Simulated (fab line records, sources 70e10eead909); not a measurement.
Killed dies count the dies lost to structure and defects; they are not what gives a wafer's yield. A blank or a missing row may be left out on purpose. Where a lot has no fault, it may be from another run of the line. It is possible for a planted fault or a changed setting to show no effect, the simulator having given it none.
fab line records	flow nand-harc
record lots=6	wafers=18	last-day=22
route steps=1159 shown A_M1@1038 END@1159
lots that met no fault: taken from a fault-free run of the same line
start-h: hours from the record's opening day to when the first of the lot's shown wafers began	wait-h: how many hours have passed since the lot's step before this one	" repeats the value in the row above	L1.1+2: a row that stands for several wafers	- no value present, or no start provided	* or withheld: withheld	< > ~ a bound
route shown NAME@n: NAME is a module with steps in the file, n the number in the route of the first one	usual: average and standard deviation across the fault-free wafers	same: alike in all rows	chamber/n: place in a boat	sites: per-site readings	_std_site: the standard deviation of these	_edge_site: the outer-site mean with the inner-site mean subtracted	radius-mm: how far each site lies from the wafer's centre	mask NAME#n: copy n	behind: the last tool/chamber to shape the wafer	hold: the reason the lot was held/the length of the hold in hours/how it ended	device: names the non-switching transistor (n, p or np)	end of line: tests of these same wafers at the route's end	where a step has no rows: the recipe by itself	killed: at the first sort, the dies lost to defects and structure; wafer yield is something else	map: the dies of a wafer, with x for killed, . for not killed, _ for no die there
set.NAME: the setting the step ran with; set.NAME@STEP: the setting that earlier step ran with	model.NAME: the simulator's own value behind a step, which no gauge read
lots seen at some steps along the route; tables by step, rows by wafer
services: from which hour (start-h, from the record's first day; less than 0 if before it) a tool's chamber was out of use, for how many hours, and why
## steps
# step NHARC_A_M1_INSPECT_11
# usual raw-defect-count=30/13
lot.wafer	tool	chamber	start-h	wait-h	raw-defect-count
L804.3	defect-inspect-02	-	463.06	0.0	30
L804.4	"	-	"	"	43
L804.5	"	-	"	"	34
L801.2	defect-inspect-02	-	467.23	0.0	44
L801.4	"	-	"	"	44
L801.6	"	-	"	"	47
L807.3	defect-inspect-01	-	477.02	0.0	32
L807.4	"	-	"	"	33
L807.6	"	-	"	"	29
L806.4	defect-inspect-01	-	500.48	0.0	11
L806.5	"	-	"	"	10
L806.6	"	-	"	"	14
L812.1	defect-inspect-01	-	500.85	0.0	39
L812.2	"	-	"	"	37
L812.3	"	-	"	"	38
L811.2	defect-inspect-01	-	509.69	0.0	21
L811.4	"	-	"	"	18
L811.5	"	-	"	"	27
# step NHARC_A_M1_DESCUM_14
# recipe time-s=3	o2-flow-sccm=200	ar-flow-sccm=0	bias-power-w=0	chemistry=O2
# step NHARC_A_M1_ETCH_35
# recipe target-depth-a=400	overetch-a=120	time-s=43.94	ion-energy-ev=200	n2-flow-sccm=150	h2-flow-sccm=150	ar-flow-sccm=0	rf-w=400	bias-w=150	chemistry=N2/H2
# step NHARC_A_M1_ETCH_15
# recipe target-depth-a=1825	time-s=91.2	c4f8-flow-sccm=withheld	ar-flow-sccm=400	rf-w=600	bias-w=300	chemistry=C4F8/Ar
# usual oes-product-au=0.947/0.024	rf-vpp-V=442.2/1.8
lot.wafer	tool	chamber	start-h	wait-h	oes-product-au	rf-hours-counter-h	rf-vpp-V
L804.4	rie-diel-06	0	-	-	0.979	1	441.6
L804.3	"	1	"	"	0.983	1	439.7
L804.5	"	0	"	"	0.972	-	443.1
L801.4	rie-diel-08	0	-	-	0.889	10	441.5
L801.2	"	3	"	"	0.928	11	444.7
L801.6	"	1	"	"	0.921	-	440.7
L807.3	rie-diel-06	1	-	-	0.922	1	440.7
L807.4	"	3	"	"	0.916	1	445.2
L807.6	"	1	"	"	0.918	-	440.7
L806.4	rie-diel-02	2	-	-	0.927	11	443.1
L806.5	"	2	"	"	0.928	-	443.7
L806.6	"	3	"	"	0.921	-	440.5
L812.3	rie-diel-06	2	-	-	0.918	2	443.7
L812.2	"	3	"	"	0.928	2	446.0
L812.1	"	0	"	"	0.925	1	442.4
L811.2	rie-diel-08	3	-	-	0.981	2	445.0
L811.4	"	2	"	"	0.956	3	441.2
L811.5	"	3	"	"	0.994	-	442.4
# step NHARC_A_M1_CD_MEAS_16
# usual cd-nm=119.9/1
lot.wafer	tool	chamber	start-h	wait-h	cd-nm
L804.3	cd-sem-03	-	463.46	-	122.0
L804.4	"	-	"	"	119.7
L804.5	"	-	"	"	120.5
L801.2	cd-sem-01	-	467.59	-	119.8
L801.4	"	-	"	"	119.9
L801.6	"	-	"	"	120.1
L807.3	cd-sem-03	-	477.39	-	120.1
L807.4	"	-	"	"	118.8
L807.6	"	-	"	"	119.7
L806.4	cd-sem-01	-	500.86	-	120.0
L806.5	"	-	"	"	118.7
L806.6	"	-	"	"	119.5
L812.1	cd-sem-02	-	501.22	-	119.9
L812.2	"	-	"	"	120.6
L812.3	"	-	"	"	120.3
L811.2	cd-sem-01	-	510.06	-	117.5
L811.4	"	-	"	"	120.0
L811.5	"	-	"	"	118.5
# step NHARC_A_M1_STRIP_18
# recipe power-w=1000	n2-flow-sccm=150	h2-flow-sccm=150	ar-flow-sccm=0	bias-w=0	chemistry=N2/H2
# usual drypump-motor-current-A=5.7/0.41	mfc-ar-sccm=0.010/0.014	oes-product-au=0.997/0.013	rf-vpp-V=90.8/0.89	showerhead-plenum-p-Torr=2.07/0.057	throttle-valve-pct=14.171/0.0086
lot.wafer	tool	chamber	start-h	wait-h	drypump-motor-current-A	mfc-ar-sccm	oes-product-au	rf-hours-counter-h	rf-vpp-V	showerhead-plenum-p-Torr	throttle-valve-pct
L804.4	rie-diel-08	2	463.55	0.1	5.8	0	0.992	10	90.5	2.04	14.181
L804.3	"	0	"	"	5.1	0	0.969	10	90.4	2.08	14.170
L804.5	"	1	"	"	5.7	0.017	1.009	-	91.0	2.01	14.194
L801.4	rie-diel-02	2	467.67	0.1	6.1	0.040	1.002	9	91.7	2.13	14.166
L801.2	"	3	"	"	6.0	0	0.978	10	89.5	1.99	14.184
L801.6	"	2	"	"	6.1	0.040	0.988	-	90.4	2.13	14.178
L807.3	rie-diel-06	2	477.46	0.1	5.3	0	0.990	1	90.8	2.10	14.167
L807.4	"	0	"	"	5.8	0.010	0.997	1	91.0	2.11	14.179
L807.6	"	2	"	"	5.3	0	0.995	-	91.3	2.10	14.192
L806.4	rie-diel-08	2	501.00	0.1	5.8	0	0.989	2	90.4	2.04	14.177
L806.5	"	3	"	"	5.0	0.018	1.013	-	90.6	2.14	14.168
L806.6	"	0	"	"	5.1	0	0.975	-	92.0	2.08	14.161
L812.2	rie-diel-02	1	501.32	0.1	6.2	0.035	0.992	12	92.0	2.11	14.183
L812.3	"	2	"	"	6.1	0.040	1.000	11	91.6	2.13	14.190
L812.1	"	3	"	"	6.0	0	1.006	12	91.8	1.99	14.166
L811.4	rie-diel-08	3	510.13	0.1	5.0	0.018	1.017	2	92.6	2.14	14.176
L811.2	"	2	"	"	5.8	0	0.980	3	90.2	2.04	14.189
L811.5	"	0	"	"	5.1	0	0.974	-	91.4	2.08	14.162
# step NHARC_A_M1_ETCH_28
# recipe target-depth-a=300	over-etch-frac=0.3	time-s=72.99	ion-energy-ev=150	cf4-flow-sccm=50	n2-flow-sccm=100	ar-flow-sccm=150	rf-w=300	bias-w=100	chemistry=CF4/N2
# usual drypump-motor-current-A=5.7/0.4	mfc-ar-sccm=150.0/0.43	oes-product-au=0.995/0.013	rf-vpp-V=315.0/1.5	showerhead-plenum-p-Torr=2.67/0.068	throttle-valve-pct=19.794/0.01
lot.wafer	tool	chamber	start-h	wait-h	drypump-motor-current-A	mfc-ar-sccm	oes-product-au	rf-hours-counter-h	rf-vpp-V	showerhead-plenum-p-Torr	throttle-valve-pct
L804.3	rie-diel-08	0	-	-	5.1	150.0	0.961	10	314.5	2.67	19.796
L804.4	"	1	"	"	5.7	150.1	1.004	9	315.2	2.59	19.778
L804.5	"	0	"	"	5.1	149.5	0.962	-	315.9	2.67	19.789
L801.4	rie-diel-02	0	-	-	5.5	149.5	1.015	10	314.9	2.64	19.779
L801.2	"	2	"	"	6.1	149.7	0.996	9	317.9	2.73	19.796
L801.6	"	0	"	"	5.5	150.0	1.006	-	312.9	2.64	19.794
L807.4	rie-diel-06	3	-	-	6.1	149.8	0.990	1	316.6	2.79	19.780
L807.3	"	1	"	"	6.2	149.5	1.001	1	314.3	2.59	19.810
L807.6	"	3	"	"	6.0	149.6	1.001	-	317.2	2.79	19.789
L806.4	rie-diel-08	0	-	-	5.1	149.6	0.958	1	315.2	2.67	19.788
L806.5	"	1	"	"	5.7	150.8	0.998	-	313.2	2.59	19.786
L806.6	"	2	"	"	5.8	149.9	0.981	-	314.3	2.62	19.794
L812.3	rie-diel-02	1	-	-	6.2	149.5	1.003	12	314.9	2.71	19.798
L812.2	"	2	"	"	6.1	150.1	0.991	11	314.6	2.73	19.777
L812.1	"	3	"	"	6.0	149.8	1.006	12	313.9	2.56	19.782
L811.4	rie-diel-08	2	-	-	5.8	150.1	0.973	3	313.2	2.62	19.800
L811.2	"	3	"	"	5.0	150.3	1.010	2	316.7	2.74	19.809
L811.5	"	1	"	"	5.7	150.7	0.983	-	312.5	2.59	19.799
# step NHARC_A_M1_STRIP_19
# recipe time-s=600	temp-c=30	chemistry=post-etch-residue-remover
# step NHARC_A_M1_DEGAS_29
# recipe temp-c=250	time-s=60
# step NHARC_A_M1_PRE_CLEAN_30
# recipe time-s=30	temp-c=280	gas=H2/He
# usual heater-power-w=415/29
lot.wafer	tool	chamber	start-h	wait-h	heater-power-w
L804.3	pvd-sputter-02	-	-	-	403
L804.4	"	-	"	"	421
L804.5	"	-	"	"	403
L801.2	pvd-sputter-03	-	-	-	446
L801.4	"	-	"	"	459
L801.6	"	-	"	"	448
L807.4	pvd-sputter-03	-	-	-	460
L807.3	"	-	"	"	470
L807.6	"	-	"	"	460
L806.4	pvd-sputter-01	-	-	-	405
L806.5	"	-	"	"	392
L806.6	"	-	"	"	377
L812.1	pvd-sputter-02	-	-	-	419
L812.3	"	-	"	"	374
L812.2	"	-	"	"	406
L811.2	pvd-sputter-03	-	-	-	454
L811.4	"	-	"	"	443
L811.5	"	-	"	"	456
# step NHARC_A_M1_PVD_20
# recipe target-thk-a=50	bias-v=168.6	power-w=15000	chamber-pressure-pa=0.12	time-s=8.06	substrate-temp-c=50	material=TaN
# step NHARC_A_M1_PVD_21
# recipe target-thk-a=300	chamber-pressure-pa=5	power-w=5000	substrate-temp-c=30	time-s=20.49	material=Cu
# usual throttle-valve-pct=30.4/1.1
lot.wafer	tool	chamber	start-h	wait-h	throttle-valve-pct
L804.4	pvd-sputter-02	-	-	-	31.3
L804.3	"	-	"	"	30.7
L804.5	"	-	"	"	31.7
L801.2	pvd-sputter-03	-	-	-	30.6
L801.4	"	-	"	"	27.9
L801.6	"	-	"	"	30.5
L807.3	pvd-sputter-03	-	-	-	28.2
L807.4	"	-	"	"	30.9
L807.6	"	-	"	"	30.5
L806.4	pvd-sputter-01	-	-	-	29.9
L806.5	"	-	"	"	30.8
L806.6	"	-	"	"	29.1
L812.1	pvd-sputter-02	-	-	-	31.3
L812.3	"	-	"	"	31.1
L812.2	"	-	"	"	30.6
L811.4	pvd-sputter-03	-	-	-	30.8
L811.2	"	-	"	"	30.6
L811.5	"	-	"	"	27.8
# step NHARC_A_M1_ECD_22
# recipe target-thk-a=4000	bath-temp-c=25	material=Cu
# usual bath-heat-duty-pct=6.1/0.81	bath-temp-c=25.01/0.1
lot.wafer	tool	chamber	start-h	wait-h	bath-heat-duty-pct	bath-temp-c
L804.4	ecd-cu-01	0	464.65	-	4.9	24.99
L804.3	"	1	"	"	7.0	25.18
L804.5	"	0	"	"	5.5	24.88
L801.2	ecd-cu-02	1	468.67	-	7.3	24.97
L801.4	"	0	"	"	5.9	25.15
L801.6	"	0	"	"	6.6	24.96
L807.3	ecd-cu-02	0	478.56	-	5.3	24.95
L807.4	"	1	"	"	6.4	24.78
L807.6	"	1	"	"	7.1	24.92
L806.4	ecd-cu-01	0	502.07	-	5.3	24.99
L806.5	"	1	"	"	6.4	25.04
L806.6	"	0	"	"	4.6	24.99
L812.2	ecd-cu-01	0	502.38	-	-	-
L812.1	"	1	"	"	-	-
L812.3	"	1	"	"	-	-
L811.2	ecd-cu-01	1	511.14	-	-	-
L811.4	"	0	"	"	-	-
L811.5	"	0	"	"	-	-
# step NHARC_A_M1_ANNEAL_31
# recipe temp-c=225	time-s=90
# step NHARC_A_M1_CMP_23
# recipe t-overpolish-s=20	target-thk-nm=154.34
# usual motor-current-A=12.1/1.4	retaining-ring-pressure-frac=1.001/0.005	slurry-filter-dp-kPa=13.48/0.12	time-to-endpoint-s=29/3.2
lot.wafer	tool	chamber	start-h	wait-h	motor-current-A	retaining-ring-pressure-frac	slurry-filter-dp-kPa	time-to-endpoint-s
L804.3	cmp-02	3	465.27	-	11.2	1.001	13.45	26
L804.4	"	1	"	"	11.5	1.015	13.30	23
L804.5	"	3	"	"	11.3	1.006	13.48	23
L801.2	cmp-02	0	469.39	-	11.6	0.998	13.36	29
L801.4	"	1	"	"	11.7	0.999	13.55	21
L801.6	"	0	"	"	11.3	1.000	13.55	30
L807.4	cmp-02	2	479.21	-	10.0	0.999	13.47	27
L807.3	"	0	"	"	11.8	1.002	13.38	31
L807.6	"	1	"	"	11.5	1.007	13.34	24
L806.4	cmp-02	0	502.67	-	11.9	1.003	13.43	32
L806.5	"	0	"	"	11.3	1.006	13.47	33
L806.6	"	1	"	"	11.6	0.997	13.46	27
L812.3	cmp-01	3	503.10	-	12.5	1.006	13.47	8
L812.2	"	1	"	"	11.4	1.006	13.52	1
L812.1	"	2	"	"	13.5	1.004	13.55	3
L811.4	cmp-03	3	511.90	-	12.0	0.999	13.69	2
L811.2	"	1	"	"	15.1	0.997	13.45	0
L811.5	"	3	"	"	12.0	0.995	13.23	2
# step NHARC_A_M1_THK_MEAS_24
# recipe thk-meas-gauge=xrf
# usual thk-nm=154.7/1.5
lot.wafer	tool	chamber	start-h	wait-h	hold	thk-nm
L804.3	film-metro-01	-	465.58	-	-	156.3
L804.4	"	-	"	"	-	153.7
L804.5	"	-	"	"	-	154.7
L801.2	film-metro-02	-	469.70	-	-	153.2
L801.4	"	-	"	"	-	151.5
L801.6	"	-	"	"	-	153.4
L807.3	film-metro-02	-	479.50	-	-	156.3
L807.4	"	-	"	"	-	154.3
L807.6	"	-	"	"	-	155.1
L806.4	film-metro-01	-	502.99	-	-	156.5
L806.5	"	-	"	"	-	155.0
L806.6	"	-	"	"	-	152.6
L812.1	film-metro-02	-	503.42	-	await-dispo/0.2h/release	29.1
L812.2	"	-	"	"	await-dispo/0.2h/release	29.1
L812.3	"	-	"	"	await-dispo/0.2h/release	31.2
L812.1	film-metro-02	-	503.59	0.2	-	29.4
L812.2	"	-	"	"	-	28.5
L812.3	"	-	"	"	-	29.9
L811.2	film-metro-02	-	512.18	-	await-dispo/0.2h/release	31.2
L811.4	"	-	"	"	await-dispo/0.2h/release	30.1
L811.5	"	-	"	"	await-dispo/0.2h/release	30.7
L811.2	film-metro-02	-	512.36	0.2	-	29.7
L811.4	"	-	"	"	-	30.1
L811.5	"	-	"	"	-	30.3
# step NHARC_END_SORT_01
# recipe temp-c=25
# usual defect-limited-yield=95.3/1.5	killed-at-array=28/10	killed-at-other=0.6/1.1	killed-at-periphery=3.6/2.6	killed-dies=32/10	killed-open=3.3/1.8	killed-short=1.9/1.4	sort_bin_2_pct=1.5/0.61	sort_bin_3_pct=0.27/0.2	sort_bin_4_pct=3.0/1	sort-n-pass=645/10	sort-rim-yield-pct=97.3/1.9	sort-yield-pct=95.3/1.5
# same gross-dies=677	sort_bin_5_pct[%]=0	sort_bin_6_pct[%]=0	sort_bin_7_pct[%]=0	sort_bin_8_pct[%]=0	sort-rim-n-gross=106.00
lot.wafer	tool	chamber	start-h	wait-h	defect-limited-yield[%]	killed-at-array	killed-at-other	killed-at-periphery	killed-dies	killed-open	killed-short	sort_bin_2_pct[%]	sort_bin_3_pct[%]	sort_bin_4_pct[%]	sort-n-pass	sort-rim-yield-pct[%]	sort-yield-pct[%]
L804.4	prober-01	0	507.71	3.4	93.4	40	1	4	45	6	4	1.8	0.59	4.3	632	99.1	93.4
L807.3	prober-02	0	515.35	3.1	95.3	28	2	2	32	2	0	0.9	0.30	3.5	645	95.3	95.3
L807.4	prober-02	0	516.16	3.4	95.0	30	0	4	34	1	2	1.8	0.30	3.0	643	100.0	95.0
L807.6	prober-02	0	517.77	4.0	94.8	28	1	6	35	2	2	1.3	0.30	3.5	642	99.1	94.8
L806.4	prober-01	0	536.72	3.4	98.1	11	0	2	13	1	2	0.3	0	1.6	664	98.1	98.1
L806.5	prober-01	0	537.53	3.7	97.8	12	1	2	15	2	2	0.3	0.44	1.5	662	99.1	97.8
L806.6	prober-01	0	538.33	4.0	96.9	17	1	3	21	5	1	0.9	0.15	2.1	656	98.1	96.9
# killed by level:class
L804.4 A_CHANNEL_HOLE_D1:chamber-film-flake=18 A_SLIT:chamber-film-flake=7 A_CHANNEL_FILL_D1:geometric-particle:open=3 A_WL_FILL:geometric-particle:short=2 P_STI:chamber-film-flake=2 A_ZERO_WELL:chamber-film-flake=2 A_CONTACT:chamber-film-flake=2 P_GATE:geometric-particle:short=1
L807.3 A_CHANNEL_HOLE_D1:chamber-film-flake=21 A_STAIRCASE:chamber-film-flake=3 P_GATE:chamber-film-flake=2 THIN_TSV:chamber-film-flake=2 A_WL_FILL:geometric-particle:open=1 A_M0:geometric-particle:open=1 A_CHANNEL_FILL_D1:chamber-film-flake=1 A_SLIT:chamber-film-flake=1
L807.4 A_CHANNEL_HOLE_D1:chamber-film-flake=19 P_GATE:chamber-film-flake=4 A_CHANNEL_FILL_D1:chamber-film-flake=3 A_STAIRCASE:chamber-film-flake=2 A_CONTACT:chamber-film-flake=2 A_SOURCE_PLATE:geometric-particle:short=1 A_ONON_D1:geometric-particle:short=1 A_STAIRCASE:geometric-particle:open=1
L807.6 A_CHANNEL_HOLE_D1:chamber-film-flake=24 P_CONTACT:geometric-particle:short=2 P_GATE:chamber-film-flake=2 P_M1:geometric-particle:open=1 A_CONTACT:geometric-particle:open=1 P_BONDPAD:chamber-film-flake=1 A_CHANNEL_FILL_D1:chamber-film-flake=1 A_STAIRCASE:chamber-film-flake=1
L806.4 A_CHANNEL_HOLE_D1:chamber-film-flake=5 A_CONTACT:chamber-film-flake=3 P_CONTACT:geometric-particle:open=1 A_CHANNEL_HOLE_D1:geometric-particle:short=1 A_CONTACT:geometric-particle:short=1 P_ZERO_WELL:chamber-film-flake=1 A_ZERO_WELL:chamber-film-flake=1
L806.5 A_CHANNEL_HOLE_D1:chamber-film-flake=7 P_CONTACT:geometric-particle:open=1 A_ONON_D1:geometric-particle:open=1 A_CHANNEL_FILL_D1:geometric-particle:short=1 A_M0:geometric-particle:short=1 P_ZERO_WELL:chamber-film-flake=1 A_ZERO_WELL:chamber-film-flake=1 A_CONTACT:chamber-film-flake=1
L806.6 A_CHANNEL_HOLE_D1:chamber-film-flake=4 A_STAIRCASE:chamber-film-flake=3 A_CONTACT:chamber-film-flake=3 P_CONTACT:geometric-particle:open=2 A_CHANNEL_FILL_D1:geometric-particle:open=2 A_SLIT:chamber-film-flake=2 A_BLC:geometric-particle:open=1 STARTING-WAFER:geometric-particle:short=1
## services
tool	chamber	start-h	hours	kind
cmp-01	-	439.44	1.6	repair
ecd-cu-01	-	448.13	8.0	pm
cmp-03	-	450.26	4.0	pm
rie-diel-08	0	451.13	4.8	repair
pvd-sputter-03	-	458.02	10.0	pm
rie-diel-08	0	458.02	-	clean
rie-diel-08	1	458.02	-	clean
rie-diel-08	2	458.02	-	clean
rie-diel-08	3	458.02	-	clean
cmp-03	-	464.05	6.1	repair
cmp-02	-	472.24	2.0	repair
cmp-01	-	472.61	0.3	repair
cmp-01	-	473.53	4.0	pm
rie-diel-06	0	478.18	7.4	repair
rie-diel-08	-	478.80	9.0	pm
rie-diel-08	0	478.80	9.0	vent-cycle
rie-diel-08	1	478.80	9.0	vent-cycle
rie-diel-08	2	478.80	9.0	vent-cycle
rie-diel-08	3	478.80	9.0	vent-cycle
rie-diel-08	0	487.80	-	clean
rie-diel-08	1	487.80	-	clean
cmp-01	-	494.21	2.4	repair
rie-diel-06	2	503.02	16.0	repair
rie-diel-02	-	505.14	9.0	pm
## key
first-sign step=NHARC_A_M1_ECD_22	reading=tool-record	direction=missing
effect step=NHARC_A_M1_CMP_23	reading=time-to-endpoint-s	direction=down	sigmas=8	usual=*	struck=*
effect step=NHARC_A_M1_THK_MEAS_24	reading=visit	direction=added
effect step=NHARC_A_M1_THK_MEAS_24	reading=thk-nm	direction=down	sigmas=83	usual=154.7	struck=30.2
met-at NHARC_A_M1_ECD_22
struck-wafers L811.2,L811.4,L811.5,L812.1,L812.2,L812.3
scrapped-behind NHARC_A_M1_THK_MEAS_24 L811.2,L811.4,L811.5,L812.1,L812.2,L812.3
onset-between 464.65 502.38
fault kind=skipped-step-whole	tool=ecd-cu-01	chamber=-	onset-h=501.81	steps=NHARC_A_M1_ECD_22	scope=struck-lots-only
